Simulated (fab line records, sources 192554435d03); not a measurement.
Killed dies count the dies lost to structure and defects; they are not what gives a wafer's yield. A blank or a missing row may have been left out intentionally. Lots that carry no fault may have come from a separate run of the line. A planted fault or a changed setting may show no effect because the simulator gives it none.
Split-lot experiment :: flow n5 finfet :: 7 lots, 21 wafers read, on a route of 1938 steps

## THE SPLIT
At N5_BEOL_M10_EXPOSE_08 (exposes mask M10), the setting dose mj was moved away from the recipe's 53.75 on 7 of the 21 wafers read, by -5.7% to +2.7%. All remaining wafers had this setting at the recipe value.

## FROM THE SPLIT TO THE READING: what the file shows between them, 18 steps
- N5_BEOL_M10_PEB_09: peb time 60 s
- N5_BEOL_M10_DEVELOP_10: develop time 30 s
- N5_BEOL_M10_CD_MEAS_11: target cd 64.1 nm
- N5_BEOL_M10_DESCUM_16: chemistry O2, time 7.9 s
- N5_BEOL_M10_ETCH_61: etches SiARC in CF4, target depth 39 nm, time 65 s
- N5_BEOL_M10_ETCH_62: etches SOC in N2/H2, target depth 110 nm, overetch 22 nm, time 165 s
- N5_BEOL_M10_STRIP_68: strips in N2/H2
- N5_BEOL_M10_STRIP_67: strips in CF4
- N5_BEOL_M10_HM_OPEN_17: chemistry Cl2/BCl3, target TiN, target depth 20 nm, overetch 6 nm
- N5_BEOL_M10_STRIP_19: strips in O2
- N5_BEOL_M10_CD_MEAS_18: pitch 140 nm, target cd 70 nm
- N5_BEOL_M10_COAT_63: time 60 s, resist thk 100 nm
- N5_BEOL_M10_COAT_64: time 60 s, resist thk 30 nm
- N5_BEOL_M10_STRIP_77: strips in N2/H2, time 10 s
- N5_BEOL_M10_HM_STRIP_39: strips TiN in peroxide tin strip, target depth 25 nm, time 158 s
- N5_BEOL_M10_SRD_40: time 30 s
- N5_BEOL_M10_PRECLEAN_42: cleans in residue remover, time 60 s
- N5_BEOL_M10_SRD_43: time 30 s

## THE READING
Shown in nm: cd nm at N5_BEOL_M10_CD_MEAS_35, with target cd 70 nm. Typical for fault-free wafers on this fab line: 70.1 nm, with standard deviation 0.58 nm.

wafer: L074.3
tool, chamber at the split: arfi scanner-02, 0
dose mj as run: 53.75
against the recipe: recipe
cd nm, nm: 70.2
against lot-mates on the recipe: -

wafer: L074.4
tool, chamber at the split: arfi scanner-02, 0
dose mj as run: 53.75
against the recipe: recipe
cd nm, nm: 70.2
against lot-mates on the recipe: -

wafer: L074.6
tool, chamber at the split: arfi scanner-02, 0
dose mj as run: 53.75
against the recipe: recipe
cd nm, nm: 69.7
against lot-mates on the recipe: -

wafer: L075.1
tool, chamber at the split: arfi scanner-03, 0
dose mj as run: 50.66
against the recipe: -5.7%
cd nm, nm: 67.4
against lot-mates on the recipe: -2.2

wafer: L075.3
tool, chamber at the split: arfi scanner-03, 0
dose mj as run: 53.75
against the recipe: recipe
cd nm, nm: 69.6
against lot-mates on the recipe: -

wafer: L075.4
tool, chamber at the split: arfi scanner-03, 0
dose mj as run: 50.66
against the recipe: -5.7%
cd nm, nm: 66.2
against lot-mates on the recipe: -3.4

wafer: L077.1
tool, chamber at the split: arfi scanner-03, 0
dose mj as run: 55.2
against the recipe: +2.7%
cd nm, nm: 72.0
against lot-mates on the recipe: +1.5

wafer: L077.3
tool, chamber at the split: arfi scanner-03, 0
dose mj as run: 53.75
against the recipe: recipe
cd nm, nm: 71.1
against lot-mates on the recipe: -

wafer: L077.6
tool, chamber at the split: arfi scanner-03, 0
dose mj as run: 53.75
against the recipe: recipe
cd nm, nm: 69.9
against lot-mates on the recipe: -

wafer: L085.2
tool, chamber at the split: arfi scanner-01, 0
dose mj as run: 53.75
against the recipe: recipe
cd nm, nm: 71.0
against lot-mates on the recipe: -

wafer: L085.3
tool, chamber at the split: arfi scanner-01, 0
dose mj as run: 53.75
against the recipe: recipe
cd nm, nm: 70.7
against lot-mates on the recipe: -

wafer: L085.4
tool, chamber at the split: arfi scanner-01, 0
dose mj as run: 53.75
against the recipe: recipe
cd nm, nm: 70.5
against lot-mates on the recipe: -

wafer: L086.2
tool, chamber at the split: arfi scanner-01, 0
dose mj as run: 50.95
against the recipe: -5.2%
cd nm, nm: 67.6
against lot-mates on the recipe: -3.1

wafer: L086.3
tool, chamber at the split: arfi scanner-01, 0
dose mj as run: 50.95
against the recipe: -5.2%
cd nm, nm: 68.0
against lot-mates on the recipe: -2.7

wafer: L086.5
tool, chamber at the split: arfi scanner-01, 0
dose mj as run: 53.75
against the recipe: recipe
cd nm, nm: 70.7
against lot-mates on the recipe: -

wafer: L089.1
tool, chamber at the split: arfi scanner-01, 0
dose mj as run: 54.94
against the recipe: +2.2%
cd nm, nm: 70.0
against lot-mates on the recipe: -0.4

wafer: L089.4
tool, chamber at the split: arfi scanner-01, 0
dose mj as run: 53.75
against the recipe: recipe
cd nm, nm: 70.4
against lot-mates on the recipe: -

wafer: L089.6
tool, chamber at the split: arfi scanner-01, 0
dose mj as run: 54.94
against the recipe: +2.2%
cd nm, nm: 70.8
against lot-mates on the recipe: +0.4

wafer: L093.1
tool, chamber at the split: arfi scanner-03, 0
dose mj as run: 53.75
against the recipe: recipe
cd nm, nm: 70.5
against lot-mates on the recipe: -

wafer: L093.5
tool, chamber at the split: arfi scanner-03, 0
dose mj as run: 53.75
against the recipe: recipe
cd nm, nm: 70.0
against lot-mates on the recipe: -

wafer: L093.6
tool, chamber at the split: arfi scanner-03, 0
dose mj as run: 53.75
against the recipe: recipe
cd nm, nm: 69.6
against lot-mates on the recipe: -

THE FIT
A straight line over all 21 wafers: cd nm changes by +0.505 nm for each +1% of dose mj; r = +0.91; the points scatter about the line by 0.6 nm.
The same after taking each lot's own level away (the mean of its wafers on the recipe; 21 wafers): +0.468 nm for each +1%; r = +0.92; scatter 0.5 nm.
According to that fit, moving dose mj by its largest amount changes the reading by 2.7 nm.
Across the lots, their own levels run from 69.60 to 70.73 nm, a range of 2.0 times the standard deviation given above.
So the lot-to-lot level changes the slope little: the two slopes agree.
Check: for one of the wafers moved furthest among these (-5.7%), held out of the fit, the line's prediction against its lot-mates is -3.04 nm. Against them it came out at -2.2 nm.

## FURTHER SPLITS ON THESE WAFERS
These wafers also went through other splits before the reading. Each is held against what the fit with the lots' levels taken away leaves over:
other split on the same wafers: N5_BEOL_M9_ILD_DEP_00 time s
wafers away from the commonest value: 6
r with cd nm (lot level and that fit taken away): -0.34

other split on the same wafers: N5_BEOL_M9_COAT_05 spin rpm
wafers away from the commonest value: 10
r with cd nm (lot level and that fit taken away): +0.21

other split on the same wafers: N5_BEOL_M9_TRENCH_ETCH_37 source w
wafers away from the commonest value: 11
r with cd nm (lot level and that fit taken away): +0.35

other split on the same wafers: N5_BEOL_M10_PECVD_70 temp c
wafers away from the commonest value: 5
r with cd nm (lot level and that fit taken away): +0.59

## THE WHOLE CHAIN: every reading that the file lists as answering this split, in the file's order
step: N5_BEOL_M10_CD_MEAS_11
what it does: target cd 64.1 nm
reading: cd nm
change (the file's fit): +0.452 nm for each +1% of the setting
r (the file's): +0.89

step: N5_BEOL_M10_ETCH_61
what it does: etches SiARC in CF4, target depth 39 nm, time 65 s
reading: BEOL_M10.cd offset nm (the simulator's own value, which no gauge read)
change (the file's fit): +0.489 nm for each +1% of the setting
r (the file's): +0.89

step: N5_BEOL_M10_ETCH_62
what it does: etches SOC in N2/H2, target depth 110 nm, overetch 22 nm, time 165 s
reading: BEOL_M10.cd offset nm (the simulator's own value, which no gauge read)
change (the file's fit): +0.507 nm for each +1% of the setting
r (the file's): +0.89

step: N5_BEOL_M10_HM_OPEN_17
what it does: chemistry Cl2/BCl3, target TiN, target depth 20 nm, overetch 6 nm
reading: BEOL_M10.cd offset nm (the simulator's own value, which no gauge read)
change (the file's fit): +0.523 nm for each +1% of the setting
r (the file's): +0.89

step: N5_BEOL_M10_CD_MEAS_18
what it does: pitch 140 nm, target cd 70 nm
reading: cd nm
change (the file's fit): +0.498 nm for each +1% of the setting
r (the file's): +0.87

step: N5_BEOL_M10_CD_MEAS_35
what it does: target cd 70 nm
reading: cd nm
change (the file's fit): +0.49 nm for each +1% of the setting
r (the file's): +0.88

## THE FILE'S OWN FIT
cd nm changes by +0.49 nm for each +1% of dose mj, r = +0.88.
